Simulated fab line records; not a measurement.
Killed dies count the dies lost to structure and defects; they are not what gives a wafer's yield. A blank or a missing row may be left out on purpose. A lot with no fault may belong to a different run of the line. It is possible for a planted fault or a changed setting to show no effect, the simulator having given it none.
Chamber matching | flow n5Finfet | 4 sister chambers for N5_DUMMY_GATE_ETCH_23 on rieSi-04
The step etches poly-Si in HBr/Cl2/O2, target depth 41 nm, time 22.3 s. 8 wafers are shown with their chamber, then 7 later ones without.

WAFERS WITH THEIR CHAMBER
wafer  | chamber | throttleValvePct (%) | drypumpMotorCurrentA (A)
L074.5 | 0       | 37.41                | 6.0
L078.4 | 2       | 36.63                | 5.4
L078.5 | 1       | 37.03                | 6.0
L089.1 | 2       | 36.64                | 5.4
L089.3 | 3       | 36.50                | 6.4
L089.4 | 1       | 37.06                | 6.0
L090.2 | 0       | 37.41                | 6.1
L090.3 | 3       | 36.53                | 6.5

WAFERS WHOSE CHAMBER IS MISSING
wafer  | throttleValvePct (%) | drypumpMotorCurrentA (A)
L090.4 | 36.64                | 5.4
L091.3 | 36.53                | 6.5
L091.5 | 37.03                | 6.0
L091.6 | 36.65                | 5.4
L093.1 | 37.03                | 6.0
L093.4 | 36.50                | 6.5
L093.5 | 37.04                | 6.0

WHICH CHAMBER EACH ONE RAN IN
wafer  | from the rows above | in truth
L090.4 | 2                   | 2
L091.3 | 3                   | 3
L091.5 | 1                   | 1
L091.6 | 2                   | 2
L093.1 | 1                   | 1
L093.4 | 3                   | 3
L093.5 | 1                   | 1
7 of 7 placed correctly. Can't be placed from these rows: 0. Wrongly placed: 0.
How it was worked out, from the rows above alone: a wafer's distance from a chamber is the root of the sum, over the readings, of the square of ((its reading less the chamber's mean) divided by the reading's scatter). If the next closest chamber is less than 2 further off than the closest, the wafer can't be placed; otherwise it belongs to the closest. Each chamber's mean is taken over the wafers shown for it. The scatter: the root of (the sum of the squares of (reading less its chamber's mean) over the shown wafers, divided by (wafers less chambers)).
